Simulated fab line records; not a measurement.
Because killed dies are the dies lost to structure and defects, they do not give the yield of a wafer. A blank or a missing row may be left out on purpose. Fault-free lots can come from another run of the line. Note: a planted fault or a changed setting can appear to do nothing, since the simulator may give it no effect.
Comparing a struck lot with a sound one	flow nand-harc	14 steps out of a route of 1302
Sound: the wafers L366.3, L366.4, L366.5. Struck: wafer L380.1. (L380.2, L380.3 of the same lot were not struck and are left out.) The cause comes at the end.
For every step that has rows: the tool of each side, followed by ch and its chambers, followed by its first start. Under that, the readings that differ: sound wafers	struck wafers	difference of the means	sigmas: that difference in standard deviations of wafers without a fault.
alike: readings whose means differ by less than 2 such deviations, and words and numbers that are the same on both sides. not compared: withheld readings, readings that some wafer has no value for, bounds like >300 that may hide the same value, and numbers for which the record gives no deviation and whose values overlap.
A row with sigmas, a row that says differs or no value, or rows on one side alone: a step with any of these is where the two part. Non-overlapping numbers with no deviation appear without sigmas and do not part them. Lack of a reading on every wafer of one side parts them only where that side has two or more wafers.

NHARC_A_CHANNEL_HOLE_D2_STRIP_28: strips in O2.
  sound: rie-diel-05 ch 0,1,3; struck: rie-diel-03 ch 0
  alike: drypump-motor-current-A, mfc-ar-sccm, oes-product-au, rf-vpp-V, showerhead-plenum-p-Torr, throttle-valve-pct
  not compared: rf-hours-counter-h
then, 2 steps without rows for these wafers: NHARC_A_CHANNEL_HOLE_D2_PRECLEAN_29 (cleans in SC1); NHARC_A_CHANNEL_HOLE_D2_SRD_30.
NHARC_A_CHANNEL_HOLE_D2_CD_MEAS_31:
  sound on cd-sem-01 at day 15 17:09; struck on cd-sem-03 at day 20 21:13
reading	sound	struck	difference	sigmas
cd-nm (nm)	92.3 90.5 94.5	86.2	-6.2	-3
next, for these wafers, 1 step has no rows: NHARC_A_CHANNEL_HOLE_D2_XSEM_32.
NHARC_A_CHANNEL_HOLE_D2_INSPECT_40:
  sound on defect-inspect-01 at day 15 17:20; struck on defect-inspect-02 at day 20 21:23
  alike: raw-defect-count
then, 2 steps without rows for these wafers: NHARC_A_CHANNEL_FILL_D2_PRECLEAN_00 (cleans in SC1); NHARC_A_CHANNEL_FILL_D2_SRD_01.
NHARC_A_CHANNEL_FILL_D2_ALD_02: deposits SiO2, target thk 6 nm, pulse time 10 s, ald cycles 60.
  sound on ald-hk-04 ch 0,2,3, day 15 17:40; struck on ald-hk-04 ch 0, day 20 21:36
  alike: heater-power-w, precursor-pulse-height-rel
  not compared: ald-cycles
NHARC_A_CHANNEL_FILL_D2_ALD_03: deposits SiNx, target thk 6 nm, pulse time 60 s, ald cycles 58.
  sound: ald-sin-batch-03 ch 0; struck: ald-sin-batch-02 ch 0
  alike: precursor-pulse-height-rel
  not compared: ald-cycles
NHARC_A_CHANNEL_FILL_D2_ALD_14: deposits SiO2, target thk 2.5 nm, pulse time 10 s, ald cycles 25.
  sound on ald-hk-02 ch 2,3, day 15 22:57; struck on ald-hk-04 ch 2, day 21 04:37
reading	sound	struck	difference	sigmas
precursor-pulse-height-rel	1.015 1.018 1.033	0.979	-0.043	-3
  alike: heater-power-w
  not compared: ald-cycles
NHARC_A_CHANNEL_FILL_D2_ALD_15: deposits SiNx, target thk 2 nm, pulse time 60 s, ald cycles 19.
  sound: ald-sin-batch-03 ch 0; struck: ald-sin-batch-02 ch 0
  alike: precursor-pulse-height-rel
  not compared: ald-cycles
NHARC_A_CHANNEL_FILL_D2_ALD_16: deposits SiO2, target thk 1.5 nm, pulse time 10 s, ald cycles 15.
  sound on ald-hk-04 ch 0,3, day 16 04:09; struck on ald-hk-02 ch 0, day 21 09:47
reading	sound	struck	difference	sigmas
ald-cycles	15 15 15	12	-3	
heater-power-w (W)	409 430 434	514	+90	+2
precursor-pulse-height-rel	1.013 1.006 0.975	1.050	+0.052	+2
then, 1 step without rows for these wafers: NHARC_A_CHANNEL_FILL_D2_ANNEAL_17 (time 1800 s).

## WHERE THEY PART
Earliest at NHARC_A_CHANNEL_HOLE_D2_CD_MEAS_31; latest, in this record, at NHARC_A_CHANNEL_FILL_D2_ALD_16.

WHY: whatever the simulator had introduced
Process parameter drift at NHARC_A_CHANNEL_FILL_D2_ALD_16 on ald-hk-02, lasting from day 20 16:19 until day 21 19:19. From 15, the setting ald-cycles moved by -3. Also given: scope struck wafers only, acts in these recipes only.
